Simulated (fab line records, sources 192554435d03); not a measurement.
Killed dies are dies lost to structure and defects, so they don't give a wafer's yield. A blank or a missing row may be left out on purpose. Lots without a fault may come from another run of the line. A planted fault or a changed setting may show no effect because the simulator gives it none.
Chamber matching | flow n5_finfet | N5_BEOL_M14_CMP_49 on cmp-02: 4 sister chambers
The step polishes, stops on SiO2, t overpolish 5.2 s, target thk 560 nm. 8 wafers are shown with their chamber, then 8 later ones without.

WAFERS WITH THEIR CHAMBER
wafer  | chamber | time_to_endpoint_s (s) | barrier_field_endpoint_s (s)
L080.3 | 2       | 123                    | 11.3
L080.5 | 2       | 124                    | 11.3
L081.2 | 1       | 130                    | 11.7
L081.6 | 0       | 122                    | 11.1
L089.2 | 3       | 117                    | 11.0
L089.5 | 1       | 127                    | 11.4
L089.6 | 0       | 120                    | 11.0
L087.1 | 3       | 117                    | 10.8

WAFERS WITHOUT THEIR CHAMBER
wafer  | time_to_endpoint_s (s) | barrier_field_endpoint_s (s)
L087.4 | 118                    | 10.8
L087.6 | 121                    | 11.1
L088.1 | 129                    | 11.5
L088.3 | 122                    | 11.0
L088.6 | 116                    | 10.7
L096.3 | 127                    | 11.4
L096.5 | 134                    | 11.7
L096.6 | 124                    | 11.4

WHICH CHAMBER EACH WENT THROUGH
wafer  | from the rows above     | in truth
L087.4 | can't be placed: 3 or 0 | 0
L087.6 | 0                       | 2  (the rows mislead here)
L088.1 | 1                       | 1
L088.3 | can't be placed: 0 or 2 | 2
L088.6 | 3                       | 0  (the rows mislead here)
L096.3 | can't be placed: 1 or 2 | 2
L096.5 | 1                       | 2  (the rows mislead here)
L096.6 | 2                       | 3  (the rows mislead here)
Placed correctly: 1 of 8. Can't be placed from these rows: 3 (the true chamber is among the candidates in 3). Placed wrongly: 4.
How it was worked out, from the rows above alone: a wafer's distance from a chamber is the root of the sum, over the readings, of the square of ((its reading less the chamber's mean) divided by the reading's scatter). The wafer belongs to the nearest chamber; if the next one is less than 2 further off, it can't be placed. A chamber's mean is the mean of its shown wafers. The scatter: the root of (the sum of the squares of (reading less its chamber's mean) over the shown wafers, divided by (wafers less chambers)).
